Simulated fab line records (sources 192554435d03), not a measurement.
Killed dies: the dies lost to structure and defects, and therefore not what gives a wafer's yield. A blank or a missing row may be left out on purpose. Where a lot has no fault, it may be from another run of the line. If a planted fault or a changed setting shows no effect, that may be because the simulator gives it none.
Which tool is to blame?	flow n5-finfet	12 lots, 36 wafers sampled, at 2 steps of a route of 1938

WHAT THE GAUGES SHOWED, per wafer
N5_SDB_INSPECT_13: inspects for defects (brightfield).
lot	measured	on	raw-defect-count
L075	day 4 02:20	defect-inspect-02	62 101 211
L077	day 4 14:05	defect-inspect-01	57 157 117
L079	day 5 01:34	defect-inspect-02	78 40 105
L081	day 5 12:14	defect-inspect-02	48 54 147
L083	day 6 01:01	defect-inspect-01	120 63 77
L085	day 6 13:09	defect-inspect-02	67 126 75
L087	day 7 01:05	defect-inspect-01	52 61 70
L089	day 7 14:21	defect-inspect-02	45 85 34
L091	day 8 00:42	defect-inspect-02	104 106 110
L093	day 8 11:29	defect-inspect-01	67 52 78
L095	day 8 22:58	defect-inspect-02	52 49 113
L097	day 9 11:08	defect-inspect-01	41 49 53

WHICH TOOL RAN EACH LOT (tool, then ch and the chambers of the sampled wafers, then the start)
lot	N5_ILD0_CMP_07
L075	cmp-02 ch 1,2,3, day 3 22:26
L077	cmp-03 ch 0,1, day 4 09:52
L079	cmp-02 ch 0,1,2, day 4 20:55
L081	cmp-02 ch 0,1,2, day 5 08:06
L083	cmp-02 ch 0,2,3, day 5 20:58
L085	cmp-03 ch 0,2,3, day 6 08:50
L087	cmp-04 ch 2,3, day 6 21:10
L089	cmp-02 ch 0,2,3, day 7 10:23
L091	cmp-04 ch 0,3, day 7 20:38
L093	cmp-02 ch 0,3, day 8 07:28
L095	cmp-02 ch 0,2,3, day 8 18:41
L097	cmp-03 ch 0,1,2, day 9 07:08
- N5_ILD0_CMP_07: polishes SiO2 flowable, stops on poly-Si, t overpolish 1.18 s, target thk 138.88 nm.

THE ANSWER, worked out from the rows above alone
Rule: the lots themselves supply what counts as usual. Put in order of their means at a reading, lots are off if they are a third of the lots or fewer, leave a main group of 4 or more, and stand apart from it by a gap of 3 or more times the standard deviation of the main group's means; of several such gaps the widest counts. The tables above print the reading to a certain number of digits; a main group whose means all agree to those digits is not used. Also off: a lot with no number at a reading for which 4 or more lots have one. The other lots that the step has rows for count as sound.
No lot is off at any reading shown: from this, nothing can be told.

WHAT HAD BEEN PUT IN BY THE SIMULATOR
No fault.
